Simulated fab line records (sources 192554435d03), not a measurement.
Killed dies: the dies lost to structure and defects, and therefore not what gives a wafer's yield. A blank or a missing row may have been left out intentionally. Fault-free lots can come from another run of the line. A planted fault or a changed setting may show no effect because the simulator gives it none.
A lot that was struck, set against a sound lot + flow n5_finfet + 15 steps out of a route of 1938
Sound: wafers L463.2, L463.3, L463.6. Wafers L471.1, L471.3, L471.6 were the ones struck. At the end, the cause is stated.
Order at every step that has rows: each side's tool, ch and its chambers, its first start. Under that, the readings that differ: sound wafers + struck wafers + difference of the means + sigmas: that difference in standard deviations of wafers without a fault.
alike: readings with means less than 2 such deviations apart, plus words and numbers identical on both sides. not compared: withheld readings, readings lacking a value on some wafer, bounds such as >300 that could conceal the same value, and numbers that have no deviation in the record and whose values overlap.
Wherever a step has rows on one side only, a row that says differs or no value, or a row with sigmas, the two part there. Non-overlapping numbers with no deviation appear without sigmas and do not part them. A reading missing from all wafers of one side parts the sides only when that side holds two or more wafers.

first, 2 steps without rows for these wafers: N5_FIN_SAQP_PEB_14 (peb time 60 s); N5_FIN_SAQP_DEVELOP_15 (develop time 30 s).
N5_FIN_SAQP_CD_MEAS_16: target cd 35.6 nm.
  sound on cd_sem-03 ch 0, day 4 05:24; struck on cd_sem-03 ch 0, day 6 03:20
  alike: cd_nm
N5_FIN_SAQP_OVL_MEAS_17:
  sound on overlay-01 ch 0, day 4 05:26; struck on overlay-01 ch 0, day 6 03:23
  alike: FIN_CORE_OVL
N5_FIN_SAQP_INSPECT_18: inspects for defects (brightfield).
  sound: defect_inspect-02 at day 4 05:28; struck: defect_inspect-02 at day 6 03:24
| reading          | sound       | struck      | difference | sigmas |
|------------------|-------------|-------------|------------|--------|
| raw_defect_count | 605 545 549 | 272 220 210 | -332       | -3     |
N5_FIN_SAQP_DESCUM_21: chemistry O2, time 7.9 s.
  sound on rie_diel-04 ch 0,1,2, day 4 05:59; struck on rie_diel-03 ch 0,1,3, day 6 03:26
  alike: chamber_pressure_mTorr, drypump_motor_current_A, oes_product_au, rf_vpp_V, showerhead_plenum_p_Torr, throttle_valve_pct
  not compared: rf_hours_counter_h
N5_FIN_SAQP_ETCH_51: etches SiARC in CF4, target depth 45.5 nm, time 75.8 s.
  sound on rie_diel-04 ch 0,1,2, day 4 06:01; struck on rie_diel-03 ch 0,1,3, day 6 03:28
  alike: chamber_pressure_mTorr, drypump_motor_current_A, etch_rf_on_time_s, oes_product_au, rf_vpp_V, showerhead_plenum_p_Torr, throttle_valve_pct
  not compared: rf_hours_counter_h
N5_FIN_SAQP_ETCH_52: etches SOC in N2/H2, target depth 100 nm, overetch 20 nm, time 150 s.
  sound on rie_diel-04 ch 0,1,2, day 4 06:05; struck on rie_diel-03 ch 0,1,3, day 6 03:32
  alike: chamber_pressure_mTorr, drypump_motor_current_A, h2_flow_sccm, oes_product_au, rf_vpp_V, showerhead_plenum_p_Torr, throttle_valve_pct
  not compared: rf_hours_counter_h
then, 1 step without rows for these wafers: N5_FIN_SAQP_STRIP_53 (strips in N2/H2).
N5_FIN_SAQP_HM_OPEN_73: chemistry CHF3/O2, target SiO2, stops on a-Si, target depth 12 nm, time 16.8 s.
  sound on rie_diel-04 ch 0,1,2, day 4 06:11; struck on rie_diel-03 ch 0,1,3, day 6 03:38
  alike: chamber_pressure_mTorr, drypump_motor_current_A, oes_f_703_au, oes_product_au, rf_vpp_V, showerhead_plenum_p_Torr, throttle_valve_pct
  not compared: rf_hours_counter_h
then, 1 step without rows for these wafers: N5_FIN_SAQP_STRIP_74 (strips in CHF3/O2).
N5_FIN_SAQP_MANDREL_ETCH_22: etches a-Si in HBr/Cl2, stops on SiNx, target depth 60 nm, bt time 10 s, time 30 s.
  sound on rie_si-02 ch 0,1, day 4 06:16; struck on rie_si-05 ch 0,1,2, day 6 03:43
  alike: chamber_pressure_mTorr, drypump_motor_current_A, oes_product_au, throttle_valve_pct
  not compared: rf_hours_counter_h
N5_FIN_SAQP_STRIP_55: strips in N2/H2.
  sound on rie_diel-01 ch 0,2, day 4 06:22; struck on rie_diel-01 ch 0,2,3, day 6 03:49
  no value came back on the struck wafers for any of 8 readings (bias_power_w (W), chamber_pressure_mTorr (mTorr) and others); on the sound wafers bias_power_w (W) reads 28.01 28.02 27.93
| reading                                   | sound | struck            | difference | sigmas |
|-------------------------------------------|-------|-------------------|------------|--------|
| model.SOC_of_FIN_SAQP_COAT_49.thk_nm (nm) | 0 0 0 | 76.69 75.91 76.08 | +76.23     |        |
  not compared: rf_hours_counter_h
then, 1 step without rows for these wafers: N5_FIN_SAQP_STRIP_23 (strips in SPM, time 750 s).
N5_PASSIVATION_PROBE_49:
  rows exist in the record for the sound wafers here (prober-02, day 15 04:46), none for the struck ones

## WHERE THEY PART
Last at N5_PASSIVATION_PROBE_49 as far as this record goes, first at N5_FIN_SAQP_INSPECT_18.

WHY: what the simulator had put in
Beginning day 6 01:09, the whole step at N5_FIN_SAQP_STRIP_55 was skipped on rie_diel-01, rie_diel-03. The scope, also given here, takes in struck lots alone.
